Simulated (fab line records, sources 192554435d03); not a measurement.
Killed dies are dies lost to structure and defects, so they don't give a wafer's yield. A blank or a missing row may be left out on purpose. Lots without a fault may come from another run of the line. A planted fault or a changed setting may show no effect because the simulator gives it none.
fab line records | flow n5_finfet
record lots=6 wafers=18 last_day=18
route steps=1938 shown STI_FIN_REVEAL@190 PASSIVATION@1936
lots that met no fault: from a run of the same line without faults
start_h: hours from the record's first day to the start of the lot's first wafer shown | wait_h: hours since the lot's step before | " the same as in the row above | L1.1+2: a row that stands for several wafers | - no value, or no start given | * or withheld: withheld | < > ~ a bound
route shown NAME@n: a module of which the file shows steps, and the number in the route of the first | usual: mean/standard deviation of fault-free wafers | same: alike in all rows | chamber/n: place in a boat | sites: the reading at each site | _std_site: their standard deviation | _edge_site: outer sites' mean less inner sites' | radius_mm: how far each site lies from the wafer's centre | mask NAME#n: copy n | behind: the tool/chamber that last shaped the wafer | hold: why the lot was held/for how many hours/how that ended | device: the transistor (n, p or np) that didn't switch | end of line: the same wafers' tests at the end of the route | a step without rows: its recipe alone | killed: dies lost to structure and defects at the first sort, not the wafer's yield | map: a wafer's dies, x killed, . not, _ none there
set.NAME: the setting as run; set.NAME@STEP: as run at that earlier step | model.NAME: the simulator's own value behind a step, which no gauge read
lots at some steps of the route; a table a step, a row a wafer
services: from which hour (start_h, from the record's first day; less than 0 if before it) a tool's chamber was out of use, for how many hours, and why
## steps
# step N5_STI_FIN_REVEAL_ETCHBACK_08
# recipe chemistry=C4F6/O2 target=SiO2 target_depth_a=305 time_s=10.167 ion_energy_ev=250 pressure_mtorr=30 source_w=345 bias_w=185 Ar_flow_sccm=300 C4F6_flow_sccm=10 O2_flow_sccm=10
# usual drypump_motor_current_A=5.6/0.42 oes_ar_750_au=0.82/0.095 oes_product_au=0.82/0.098 rf_vpp_V=667/13 showerhead_plenum_p_Torr=2.88/0.079 throttle_valve_pct=21.12/0.21
# columns lot.wafer tool chamber start_h wait_h drypump_motor_current_A oes_ar_750_au oes_product_au rf_hours_counter_h rf_vpp_V showerhead_plenum_p_Torr throttle_valve_pct
L477.3 rie_diel-01 1 46.26 0.2 6.0 0.92 0.91 27 662 2.91 21.16
L477.5 " 2 " " 4.9 0.69 0.69 - 686 2.92 21.19
L477.6 " 3 " " 5.6 0.72 0.72 - 673 2.95 21.30
L478.1 rie_diel-05 1 52.64 0.2 5.9 0.68 0.67 257 683 2.77 21.40
L478.2 " 3 " " 6.3 0.72 0.72 194 656 2.94 21.27
L478.3 " 0 " " 5.7 0.85 0.86 47 654 2.91 20.80
L485.1 rie_diel-06 2 94.81 0.2 5.3 0.89 0.91 27 678 2.99 20.85
L485.3 " 0 " " 5.3 0.77 0.77 138 662 2.84 21.27
L485.5 " 2 " " 5.3 0.89 0.90 - 678 2.99 20.83
L494.1 rie_diel-01 2 151.79 0.3 4.9 0.96 0.95 17 687 2.91 20.91
L494.2 " 3 " " 5.6 0.69 0.70 213 673 2.93 21.38
L494.5 " 1 " " 6.1 0.85 0.85 - 661 2.89 21.24
L497.1 rie_diel-05 3 167.24 0.2 6.3 0.68 0.68 241 655 2.92 21.34
L497.2 " 1 " " 5.8 0.88 0.92 32 683 2.76 21.13
L497.3 " 0 " " 5.8 0.79 0.80 93 652 2.89 20.88
L498.1 rie_diel-05 2 172.42 0.4 5.8 0.89 0.87 46 675 2.76 21.22
L498.4 " 0 " " 5.7 0.80 0.80 95 653 2.89 20.86
L498.6 " 3 " " 6.3 0.68 0.68 - 658 2.92 21.34
# step N5_STI_FIN_REVEAL_STRIP_24
# recipe chemistry=N2/H2 time_s=90 power_w=100 temp_c=40 pressure_mtorr=100 rf_frequency_hz=6e+07 bias_power_w=3 n2_flow_sccm=300 h2_flow_sccm=300
# usual bias_power_w=3.000/0.0084 chamber_pressure_mTorr=100.00/0.097 drypump_motor_current_A=5.7/0.42 oes_product_au=0.82/0.098 rf_vpp_V=45.3/0.84 showerhead_plenum_p_Torr=3.42/0.1 throttle_valve_pct=12.14/0.24
# columns lot.wafer tool chamber start_h wait_h bias_power_w chamber_pressure_mTorr drypump_motor_current_A oes_product_au rf_hours_counter_h rf_vpp_V showerhead_plenum_p_Torr throttle_valve_pct
L477.3 rie_diel-01 1 46.30 0.0 3.005 99.95 6.1 0.93 27 44.9 3.42 11.93
L477.5 " 2 " " 3.007 100.11 4.9 0.69 - 44.7 3.47 12.42
L477.6 " 3 " " 2.998 100.11 5.6 0.73 - 46.7 3.50 12.33
L478.1 rie_diel-05 1 52.68 0.0 2.999 99.85 5.9 0.68 257 45.3 3.30 12.66
L478.2 " 3 " " 3.005 100.14 6.2 0.71 194 46.0 3.51 12.43
L478.3 " 0 " " 3.000 99.92 5.7 0.86 47 45.8 3.46 11.81
L485.1 rie_diel-06 2 94.84 0.0 3.007 99.81 5.3 0.90 27 46.1 3.58 11.92
L485.3 " 0 " " 2.995 100.20 5.3 0.76 138 45.4 3.40 12.41
L485.5 " 2 " " 3.000 100.00 5.3 0.91 - 45.2 3.58 11.91
L494.1 rie_diel-01 2 151.83 0.0 3.003 100.15 4.9 0.94 17 45.4 3.45 11.86
L494.2 " 3 " " 2.999 100.06 5.6 0.69 213 44.5 3.47 12.44
L494.5 " 1 " " 3.020 100.01 6.1 0.85 - 46.2 3.39 12.04
L497.1 rie_diel-05 3 167.28 0.0 2.980 100.00 6.3 0.68 241 44.9 3.48 12.52
L497.2 " 1 " " 2.987 100.04 5.9 0.92 32 45.7 3.28 12.09
L497.3 " 0 " " 2.998 99.98 5.7 0.81 93 47.2 3.43 11.92
L498.1 rie_diel-05 2 172.46 0.0 3.004 99.94 5.8 0.87 46 44.8 3.29 12.10
L498.4 " 0 " " 3.006 99.86 5.8 0.79 95 43.8 3.43 11.95
L498.6 " 3 " " 3.008 99.95 6.3 0.67 - 44.7 3.48 12.54
# step N5_STI_FIN_REVEAL_PRECLEAN_25
# recipe chemistry=SPM time_s=90 temp_c=120 mix=4:1
# step N5_STI_FIN_REVEAL_PRECLEAN_26
# recipe chemistry=SC1 time_s=45 temp_c=46 mix=1:2:100
# step N5_STI_FIN_REVEAL_PRECLEAN_29
# recipe chemistry=DHF time_s=30 temp_c=25 dilution=300:1
# step N5_STI_FIN_REVEAL_SRD_12
# recipe time_s=30 temp_c=23 rinse_liquid=diw dry=ipa_marangoni
# step N5_STI_FIN_REVEAL_RECESS_09
# recipe chemistry=HF/NH3 target=SiO2 afs_cycles=11 target_depth_a=425 temp_c=30 sublimation_temp_c=180 sublimation_time_s=60
# usual drypump_motor_current_A=5.80/0.28
# columns lot.wafer tool chamber start_h wait_h drypump_motor_current_A
L477.3 vapor_etch-02 0 47.11 0.6 5.58
L477.5 " 0 " " 5.55
L477.6 " 1 " " 6.44
L478.1 vapor_etch-01 1 52.90 0.0 5.67
L478.2 " 0 " " 5.75
L478.3 " 1 " " 5.67
L485.1 vapor_etch-02 0 95.06 0.0 5.56
L485.3 " 1 " " 6.45
L485.5 " 1 " " 6.46
L494.1 vapor_etch-01 1 152.05 0.0 5.69
L494.2 " 0 " " 5.75
L494.5 " 0 153.11 1.1 5.71
L497.1 vapor_etch-01 1 167.49 0.0 5.69
L497.2 " 0 " " 5.75
L497.3 " 1 " " 5.69
L498.1 vapor_etch-01 1 172.68 0.0 5.69
L498.4 " 1 " " 5.68
L498.6 " 1 " " 5.67
# step N5_STI_FIN_REVEAL_STRIP_16
# recipe chemistry=H3PO4 material=SiNx temp_c=165 target_depth_a=238 overetch_fraction=0.4964 dry=ipa_marangoni
# step N5_STI_FIN_REVEAL_PRECLEAN_17
# recipe chemistry=NF3:NH3 afs_cycles=1 temp_c=30 time_s=20 sublimation_temp_c=180 sublimation_time_s=60 pressure_torr=3 rf_power_w=30
# step N5_STI_FIN_REVEAL_ETCH_34
# recipe chemistry=H2 mode=isotropic material=Si target=Si target_depth_a=9.7 temp_c=20 pressure_mtorr=4.5 icp_w=300 bias_w=0 h2_flow_sccm=7.5 he_flow_sccm=142.5
# step N5_STI_FIN_REVEAL_OXIDATION_31
# recipe chemistry=O2_PLASMA_REMOTE temp_c=150 time_s=20 pressure_mtorr=1000 source_power_w=2000 o2_flow_sccm=3000
# usual drypump_motor_current_A=5.75/0.3 heater_power_w=154/13
# columns lot.wafer tool chamber start_h wait_h drypump_motor_current_A heater_power_w rf_hours_counter_h
L477.3 plasma_asher-01 1 48.99 0.1 6.17 165 -
L477.5 " 1 " " 6.14 166 -
L477.6 " 0 " " 5.36 127 -
L478.1 plasma_asher-01 1 55.07 0.0 6.16 167 86
L478.2 " 0 " " 5.39 129 86
L478.3 " 0 " " 5.37 127 -
L485.1 plasma_asher-02 1 97.21 0.0 5.95 158 40
L485.3 " 0 " " 5.51 157 -
L485.5 " 0 " " 5.56 158 -
L494.1 plasma_asher-02 1 154.22 0.0 5.97 159 49
L494.2 " 0 " " 5.53 156 49
L494.5 " 1 " " 5.99 165 -
L497.1 plasma_asher-02 0 169.65 0.0 5.52 156 53
L497.2 " 1 " " 5.97 162 53
L497.3 " 1 " " 5.97 161 -
L498.1 plasma_asher-01 1 175.03 0.0 6.14 167 111
L498.4 " 1 " " 6.15 163 -
L498.6 " 1 " " 6.14 166 -
# step N5_STI_FIN_REVEAL_PRECLEAN_32
# recipe chemistry=NF3:NH3 afs_cycles=1 temp_c=30 time_s=20 sublimation_temp_c=180 sublimation_time_s=60 pressure_torr=3 rf_power_w=30
# step N5_STI_FIN_REVEAL_STRIP_35
# recipe chemistry=H3PO4 material=Si3N4 temp_c=165 target_depth_a=40 time_s=39
# usual bath_guard_temp_C=165.0/0.54 bath_heat_duty_pct=28/3.5
# columns lot.wafer tool chamber start_h wait_h bath_guard_temp_C bath_heat_duty_pct model.Si_of_PMOS_HMC_CHANNEL_EPI_EPI_26.thk_nm
L477.3 wet_bench-01 5 49.26 0.1 - - 3
L477.5 " 6 " " - - 3
L477.6 " 0 " " - - 3
L478.1 wet_bench-06 3 55.37 0.2 - - 3
L478.2 " 2 " " - - 3
L478.3 " 7 " " - - 3
L485.1 wet_bench-06 5 97.50 0.2 164.5 23 2.6
L485.3 " 6 " " 164.9 33 2.6
L485.5 " 3 " " 165.7 30 2.6
L494.1 wet_bench-01 1 154.52 0.2 166.0 25 2.6
L494.2 " 5 " " 165.6 22 2.6
L494.5 " 6 " " 164.0 29 2.6
L497.1 wet_bench-05 3 169.95 0.2 165.2 26 2.8
L497.2 " 2 " " 164.3 28 2.6
L497.3 " 5 " " 164.9 26 2.6
L498.1 wet_bench-06 6 175.32 0.2 164.9 32 2.8
L498.4 " 2 " " 165.0 26 2.8
L498.6 " 1 " " 164.8 25 2.8
# step N5_STI_FIN_REVEAL_SRD_21
# recipe dry=ipa_marangoni time_s=30 temp_c=23 rinse_liquid=diw
# step N5_STI_FIN_REVEAL_OXIDATION_33
# recipe chemistry=O2_PLASMA_REMOTE temp_c=150 time_s=20 pressure_mtorr=1000 source_power_w=2000 o2_flow_sccm=3000
# usual drypump_motor_current_A=5.8/0.33 heater_power_w=152/15
# columns lot.wafer tool chamber start_h wait_h drypump_motor_current_A heater_power_w rf_hours_counter_h
L477.3 plasma_asher-02 0 49.34 0.0 5.5 158 -
L477.5 " 1 " " 6.0 156 -
L477.6 " 0 " " 5.5 155 -
L478.1 plasma_asher-02 1 55.54 0.1 5.9 160 31
L478.2 " 0 " " 5.5 158 31
L478.3 " 1 " " 6.0 159 -
L485.1 plasma_asher-02 1 97.56 0.0 6.0 157 40
L485.3 " 1 " " 6.0 159 -
L485.5 " 0 " " 5.5 159 -
L494.1 plasma_asher-01 0 154.58 0.0 5.4 132 107
L494.2 " 1 " " 6.1 163 107
L494.5 " 0 " " 5.3 126 -
L497.1 plasma_asher-01 1 170.01 0.0 6.1 164 110
L497.2 " 0 " " 5.4 134 110
L497.3 " 1 " " 6.1 165 -
L498.1 plasma_asher-01 1 175.39 0.0 6.2 168 111
L498.4 " 0 " " 5.4 125 -
L498.6 " 0 " " 5.4 129 -
# step N5_STI_FIN_REVEAL_CLEAN_19
# recipe chemistry=O3/DIW temp_c=25 time_s=120 o3_ppm=10
# columns lot.wafer tool chamber start_h wait_h model.Si_of_PMOS_HMC_CHANNEL_EPI_EPI_26.thk_nm
L477.3+5+6 wet_bench-05 7,2,5 49.41 0.0 2.8
L478.1+2+3 wet_bench-06 4,0,6 55.63 0.1 2.8
L485.1+3+5 wet_bench-06 3,7,5 97.65 0.1 2.4
L494.1+2+5 wet_bench-01 2,0,1 154.66 0.1 2.4
L497.1 wet_bench-01 3 170.09 0.1 2.6
L497.2+3 " 5,2 " " 2.4
L498.1+4+6 wet_bench-01 3,5,6 175.47 0.1 2.6
# step N5_STI_FIN_REVEAL_SRD_23
# recipe dry=ipa_marangoni time_s=30 temp_c=23 rinse_liquid=diw
# step N5_STI_FIN_REVEAL_CD_MEAS_22
# recipe target_cd_nm=6.238 pitch_nm=28 polarity=line
# usual cd_nm=6.26/0.28
# columns lot.wafer tool chamber start_h wait_h cd_nm
L477.3 cd_sem-03 - 49.49 0.0 5.84
L477.5 " - " " 5.89
L477.6 " - " " 6.96
L478.1 cd_sem-02 - 55.71 0.0 5.57
L478.2 " - " " 6.30
L478.3 " - " " 6.15
L485.1 cd_sem-02 - 97.72 0.0 6.28
L485.3 " - " " 6.49
L485.5 " - " " 6.05
L494.1 cd_sem-01 - 154.74 0.0 6.00
L494.2 " - " " 6.19
L494.5 " - " " 6.40
L497.1 cd_sem-02 - 170.17 0.0 6.07
L497.2 " - " " 6.40
L497.3 " - " " 5.68
L498.1 cd_sem-03 - 175.55 0.0 6.74
L498.4 " - " " 6.10
L498.6 " - " " 6.32
# step N5_STI_FIN_REVEAL_FIN_H_MEAS_10
# usual trench_depth_nm=52.3/0.62
# columns lot.wafer tool chamber start_h wait_h trench_depth_nm
L477.3 ocd-02 - 49.52 0.0 48.5
L477.5 " - " " 48.8
L477.6 " - " " 47.8
L478.1 ocd-02 - 55.74 0.0 47.9
L478.2 " - " " 49.1
L478.3 " - " " 49.5
L485.1 ocd-01 - 97.75 0.0 52.4
L485.3 " - " " 52.0
L485.5 " - " " 53.0
L494.1 ocd-01 - 154.77 0.0 52.2
L494.2 " - " " 52.6
L494.5 " - " " 51.9
L497.1 ocd-01 - 170.20 0.0 51.5
L497.2 " - " " 52.5
L497.3 " - " " 52.1
L498.1 ocd-01 - 175.58 0.0 52.7
L498.4 " - " " 52.9
L498.6 " - " " 52.3
# step N5_STI_FIN_REVEAL_PRECLEAN_18
# recipe chemistry=SC2 time_s=45 temp_c=35 mix=1:1:50
# step N5_PASSIVATION_PROBE_49
# usual killed_at_M0_to_M3=31/11 killed_at_M4_up=14/5.1 killed_at_contacts=12/5.6 killed_at_front_end=42/12 killed_at_other=3.8/2.9 killed_dies=103/18 killed_open=67/14 killed_short=33/8
# same gross_dies=1180 killed_at_back_side=0
# columns lot.wafer tool chamber start_h wait_h killed_at_M0_to_M3 killed_at_M4_up killed_at_contacts killed_at_front_end killed_at_other killed_dies killed_open killed_short
L477.3 prober-01 - 306.32 0.1 29 6 5 40 10 90 54 36
L477.5 prober-01 - 306.42 0.2 25 14 10 33 6 88 53 32
L477.6 prober-01 - 306.47 0.3 23 10 3 46 5 87 53 32
L485.1 prober-02 - 367.91 0.0 25 14 15 55 1 110 65 45
L485.3 prober-02 - 368.01 0.1 26 13 18 21 2 80 58 20
L485.5 prober-02 - 368.11 0.2 35 11 12 33 5 96 76 20
L494.1 prober-02 - 385.89 0.0 26 8 8 25 6 73 39 32
L494.2 prober-02 - 385.94 0.1 32 14 9 30 7 92 57 34
L494.5 prober-02 - 386.09 0.2 23 10 11 33 9 86 52 33
L498.1 prober-01 - 416.36 0.0 23 9 3 43 1 79 54 25
L498.4 prober-01 - 416.51 0.2 31 5 6 47 4 93 62 30
L498.6 prober-01 - 416.61 0.3 26 18 13 36 3 96 66 26
L497.1 prober-01 - 422.50 0.0 51 23 15 30 5 124 93 27
L497.2 prober-01 - 422.55 0.1 43 12 21 29 2 107 75 29
L497.3 prober-01 - 422.60 0.1 33 14 21 24 6 98 67 25
# killed by level:class
L477.3 FIN_SAQP:geometric_particle:short=9 BEOL_M0_SAQP:geometric_particle:short=8 FIN_SAQP:geometric_particle:open=7 BEOL_M3:geometric_particle:open=7 STI_FIN_REVEAL:geometric_particle:open=6 DUMMY_GATE:geometric_particle:open=6 BEOL_M2:geometric_particle:open=5 MOL_CONTACT_COAG:geometric_particle:open=4
L477.5 FIN_SAQP:geometric_particle:open=8 GATE_CUT:geometric_particle:short=6 MOL_CONTACT_COAG:geometric_particle:open=6 BEOL_M0_SAQP:geometric_particle:short=6 BEOL_M5:geometric_particle:open=6 STI_FIN_REVEAL:geometric_particle:open=5 BEOL_M0:geometric_particle:open=5 FIN_SAQP:geometric_particle:short=4
L477.6 FIN_SAQP:geometric_particle:open=12 FIN_SAQP:geometric_particle:short=10 STI_FIN_REVEAL:geometric_particle:open=10 BEOL_M2:geometric_particle:open=8 DUMMY_GATE:geometric_particle:open=4 BEOL_M0_SAQP:geometric_particle:open=4 STARTING-WAFER:geometric_particle:short=4 STI_FIN_REVEAL:geometric_particle:short=3
L485.1 FIN_SAQP:geometric_particle:open=17 FIN_SAQP:geometric_particle:short=16 MOL_CONTACT_COAG:geometric_particle:open=10 BEOL_M0_SAQP:geometric_particle:short=7 MOL_CONTACT_COAG:geometric_particle:short=5 BEOL_M0_SAQP:geometric_particle:open=5 DUMMY_GATE:geometric_particle:open=4 BEOL_M3:geometric_particle:open=4
L485.3 MOL_CONTACT_COAG:geometric_particle:open=13 FIN_SAQP:geometric_particle:open=9 BEOL_M0_SAQP:geometric_particle:open=6 BEOL_M1:geometric_particle:open=6 BEOL_M4:geometric_particle:open=5 MOL_CONTACT_COAG:geometric_particle:short=5 BEOL_M0:geometric_particle:open=5 BEOL_M0_SAQP:geometric_particle:short=3
L485.5 MOL_CONTACT_COAG:geometric_particle:open=9 BEOL_M1:geometric_particle:open=9 FIN_SAQP:geometric_particle:open=7 DUMMY_GATE:geometric_particle:open=7 BEOL_M0_SAQP:geometric_particle:open=7 STI_FIN_REVEAL:geometric_particle:open=6 BEOL_M0:geometric_particle:open=5 BEOL_M3:geometric_particle:open=4
L494.1 MOL_CONTACT_COAG:geometric_particle:open=8 BEOL_M0_SAQP:geometric_particle:short=8 BEOL_M0_SAQP:geometric_particle:open=7 FIN_SAQP:geometric_particle:short=4 STI_FIN_REVEAL:geometric_particle:open=4 BEOL_M4:geometric_particle:open=4 ILD0:geometric_particle:short=3 BEOL_M1:geometric_particle:short=3
L494.2 STI_FIN_REVEAL:geometric_particle:open=16 BEOL_M0_SAQP:geometric_particle:short=10 MOL_CONTACT_COAG:geometric_particle:open=8 BEOL_M0:geometric_particle:open=8 BEOL_M4:geometric_particle:open=6 BEOL_M4:geometric_particle:short=5 BEOL_M0_SAQP:geometric_particle:open=4 MIM_TOP_ETCH:geometric_particle:short=4
L494.5 STI_FIN_REVEAL:geometric_particle:open=9 MOL_CONTACT_COAG:geometric_particle:open=7 BEOL_M0_SAQP:geometric_particle:open=6 BEOL_M1:geometric_particle:short=6 GATE_CUT:geometric_particle:open=5 MOL_CONTACT_COAG:geometric_particle:short=4 MIM_TOP_ETCH:geometric_particle:short=4 SPACER0:geometric_particle:open=3
L498.1 STI_FIN_REVEAL:geometric_particle:open=12 FIN_SAQP:geometric_particle:short=7 BEOL_M3:geometric_particle:open=7 FIN_SAQP:geometric_particle:open=6 BEOL_M2:geometric_particle:open=6 BEOL_M1:geometric_particle:open=4 STI_FIN_REVEAL:geometric_particle:short=3 ILD0:geometric_particle:open=3
L498.4 STI_FIN_REVEAL:geometric_particle:open=13 BEOL_M0_SAQP:geometric_particle:open=9 BEOL_M2:geometric_particle:open=9 FIN_SAQP:geometric_particle:short=7 FIN_SAQP:geometric_particle:open=6 STI_FIN_REVEAL:geometric_particle:short=5 GATE_CUT:geometric_particle:short=4 MOL_CONTACT_COAG:geometric_particle:open=4
L498.6 BEOL_M2:geometric_particle:open=13 MOL_CONTACT_COAG:geometric_particle:open=10 BEOL_M4:geometric_particle:open=10 FIN_SAQP:geometric_particle:short=6 STI_FIN_REVEAL:geometric_particle:open=6 ILD0:geometric_particle:open=4 HKMG_FIN:area_etch=4 FIN_SAQP:geometric_particle:open=3
L497.1 BEOL_M4:geometric_particle:open=14 MOL_CONTACT_COAG:geometric_particle:open=13 BEOL_M0_SAQP:geometric_particle:open=12 BEOL_M0:geometric_particle:open=10 BEOL_M3:geometric_particle:open=8 FIN_SAQP:geometric_particle:open=7 BEOL_M1:geometric_particle:open=6 BEOL_M0_SAQP:geometric_particle:short=5
L497.2 MOL_CONTACT_COAG:geometric_particle:open=16 BEOL_M2:geometric_particle:open=11 BEOL_M1:geometric_particle:open=9 BEOL_M3:geometric_particle:open=9 FIN_SAQP:geometric_particle:open=7 BEOL_M0_SAQP:geometric_particle:short=7 DUMMY_GATE:geometric_particle:open=5 MOL_CONTACT_COAG:geometric_particle:short=5
L497.3 MOL_CONTACT_COAG:geometric_particle:open=15 MOL_CONTACT_COAG:geometric_particle:short=6 BEOL_M1:geometric_particle:open=6 BEOL_M3:geometric_particle:open=6 STI_FIN_REVEAL:geometric_particle:open=5 BEOL_M0_SAQP:geometric_particle:open=5 BEOL_M2:geometric_particle:open=5 HKMG_FIN:area_etch=5
## services
# columns tool chamber start_h hours kind
wet_bench-01 - 29.23 1.9 pm
rie_diel-05 2 31.24 - clean
rie_diel-05 2 31.24 - consumable_replace:focus_ring
rie_diel-05 2 31.24 27.0 scheduled_down
rie_diel-05 2 31.24 27.0 vent_cycle
plasma_asher-01 - 32.92 4.2 repair
rie_diel-06 0 33.54 14.8 repair
rie_diel-06 3 44.54 8.9 repair
rie_diel-05 1 58.41 - clean
rie_diel-05 1 58.41 - consumable_replace:focus_ring
rie_diel-05 1 58.41 20.7 scheduled_down
rie_diel-05 1 58.41 20.7 vent_cycle
plasma_asher-02 - 76.29 0.6 repair
rie_diel-01 2 79.53 - clean
rie_diel-01 2 79.53 - consumable_replace:focus_ring
rie_diel-01 2 79.53 25.2 scheduled_down
rie_diel-01 2 79.53 25.2 vent_cycle
rie_diel-05 1 89.71 3.3 repair
rie_diel-06 3 100.54 10.5 repair
rie_diel-06 - 125.58 28.1 pm
rie_diel-01 2 128.72 2.3 repair
vapor_etch-02 - 137.77 0.8 repair
wet_bench-06 - 138.05 2.8 repair
rie_diel-06 3 166.60 - clean
## key
first_sign step=N5_STI_FIN_REVEAL_STRIP_35 reading=tool_record direction=missing
effect step=N5_STI_FIN_REVEAL_FIN_H_MEAS_10 reading=trench_depth_nm direction=down sigmas=5.9 usual=52.3 struck=48.6
model_effect step=N5_STI_FIN_REVEAL_STRIP_35 value=Si_of_PMOS_HMC_CHANNEL_EPI_EPI_26.thk_nm without=2.6 struck=3
model_effect step=N5_STI_FIN_REVEAL_CLEAN_19 value=Si_of_PMOS_HMC_CHANNEL_EPI_EPI_26.thk_nm without=2.433 struck=2.8
met_at N5_STI_FIN_REVEAL_STRIP_35
struck_wafers L477.3,L477.5,L477.6,L478.1,L478.2,L478.3
rows_end L478.1,L478.2,L478.3
tester_left_out L477
fault kind=skipped_step_whole tool=wet_bench-01,wet_bench-06 chamber=- onset_h=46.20 steps=N5_STI_FIN_REVEAL_STRIP_35 scope=struck_lots_only
# tester_left_out: of these lots the tester's yield and bins aren't shown, on N5 and GAA mostly nor the transistor test; their killed dies are dies lost to structure and defects alone, not to doping, threshold or leakage, so they don't give the yield
# rows_end: these wafers met a further fault down the route, and their rows from its step on are left out
